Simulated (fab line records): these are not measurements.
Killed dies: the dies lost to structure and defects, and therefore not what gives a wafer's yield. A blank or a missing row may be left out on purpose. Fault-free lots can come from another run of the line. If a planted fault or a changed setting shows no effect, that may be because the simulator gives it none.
Split-lot experiment    flow n5-finfet    21 wafers read across 7 lots, on a route 1938 steps long

THE SPLIT ITSELF
At N5_HKMG_FIN_COAT_43 (resist thk 90 nm), the setting spin-rpm was moved away from the recipe's 1500 rpm on 6 of the 21 wafers read, by -4.3% to +7.8%. This setting was run at the recipe's value on the other wafers.

FROM THE SPLIT TO THE READING: what the file shows between them, 6 steps
- N5_HKMG_FIN_EBR_45
- N5_HKMG_FIN_SOFTBAKE_44: time 60 s
- N5_HKMG_FIN_EXPOSE_46: exposes mask NDIPOLE
- N5_HKMG_FIN_PEB_47: peb time 60 s
- N5_HKMG_FIN_DEVELOP_48: develop time 30 s
- N5_HKMG_FIN_DESCUM_53: chemistry O2, time 7.9 s

THE READING
CAR-ArF_of_HKMG_FIN_COAT_43.thk-nm (the simulator's own value, which no gauge read), in nm, at N5_HKMG_FIN_ETCH_54 (etches SiARC in CF4, target depth 45.5 nm, time 75.8 s). The file gives no usual value for it. The 15 wafers here that ran the recipe average 50.9 nm, standard deviation 0.19 nm.

wafer   tool, chamber at the split  spin-rpm as run, rpm  against the recipe  CAR-ArF_of_HKMG_FIN_COAT_43.thk-nm, nm  against lot-mates on the recipe
L079.2  litho-track-04, 0           1436                  -4.3%               53                                      +2.0
L079.4  litho-track-04, 0           1500                  recipe              51                                      -
L079.5  litho-track-04, 0           1436                  -4.3%               53.2                                    +2.2
L082.1  litho-track-04, 0           1500                  recipe              50.8                                    -
L082.6  litho-track-04, 0           1500                  recipe              50.8                                    -
L082.2  litho-track-04, 0           1500                  recipe              50.6                                    -
L084.2  litho-track-05, 0           1617                  +7.8%               47.4                                    -3.6
L084.4  litho-track-05, 0           1617                  +7.8%               47.4                                    -3.6
L084.6  litho-track-05, 0           1500                  recipe              51                                      -
L086.3  litho-track-05, 0           1500                  recipe              51                                      -
L086.6  litho-track-05, 0           1500                  recipe              51                                      -
L086.5  litho-track-05, 0           1500                  recipe              51.2                                    -
L087.1  litho-track-05, 0           1500                  recipe              51                                      -
L087.2  litho-track-05, 0           1500                  recipe              51                                      -
L087.5  litho-track-05, 0           1500                  recipe              51.2                                    -
L088.1  litho-track-05, 0           1500                  recipe              50.8                                    -
L088.3  litho-track-05, 0           1500                  recipe              50.6                                    -
L088.5  litho-track-05, 0           1500                  recipe              50.6                                    -
L091.2  litho-track-05, 0           1500                  recipe              50.8                                    -
L091.5  litho-track-05, 0           1552                  +3.5%               49.2                                    -1.6
L091.6  litho-track-05, 0           1552                  +3.5%               49                                      -1.8

FIT RESULTS
A straight line over all 21 wafers: CAR-ArF_of_HKMG_FIN_COAT_43.thk-nm changes by -0.473 nm for each +1% of spin-rpm; r = -0.99; the points scatter about the line by 0.2 nm.
The same after taking each lot's own level away (the mean of its wafers on the recipe; 21 wafers): -0.472 nm for each +1%; r = -1.00; scatter 0.098 nm.
The reading moves by 3.7 nm for the largest change in spin-rpm, on that fit.
The span of the lots' own levels, 50.67 to 51.07 nm, comes to 2.1 times the standard deviation stated above.
Consequently the slope shifts little with the lot-to-lot level, the two slopes agreeing.
Check: for one of the wafers moved furthest among these (+7.8%), held out of the fit, the line's prediction against its lot-mates is -3.71 nm. Against them it came out at -3.6 nm.

THE OTHER SPLITS THESE WAFERS WENT THROUGH
Before the reading, these wafers also passed through other splits. Each is held against what the fit with the lots' levels taken away leaves over:
other split on the same wafers         wafers away from the commonest value  r with CAR-ArF_of_HKMG_FIN_COAT_43.thk-nm (lot level and that fit taken away)
N5_SD_EPI_P_DEVELOP_08 develop-time-s  6                                     -0.12

THE WHOLE CHAIN: every reading that the file lists as answering this split, in the file's order
step                    what it does                                            reading                                                                              change (the file's fit)                r (the file's)
N5_HKMG_FIN_COAT_43     resist thk 90 nm                                        CAR-ArF_of_HKMG_FIN_COAT_43.thk-nm (the simulator's own value, which no gauge read)  -0.436 nm for each +1% of the setting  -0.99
N5_HKMG_FIN_DEVELOP_48  develop time 30 s                                       CAR-ArF_of_HKMG_FIN_COAT_43.thk-nm (the simulator's own value, which no gauge read)  -0.445 nm for each +1% of the setting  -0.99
N5_HKMG_FIN_ETCH_54     etches SiARC in CF4, target depth 45.5 nm, time 75.8 s  CAR-ArF_of_HKMG_FIN_COAT_43.thk-nm (the simulator's own value, which no gauge read)  -0.471 nm for each +1% of the setting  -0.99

FILE'S OWN FIT
CAR-ArF_of_HKMG_FIN_COAT_43.thk-nm changes by -0.471 nm for each +1% of spin-rpm, r = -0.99.
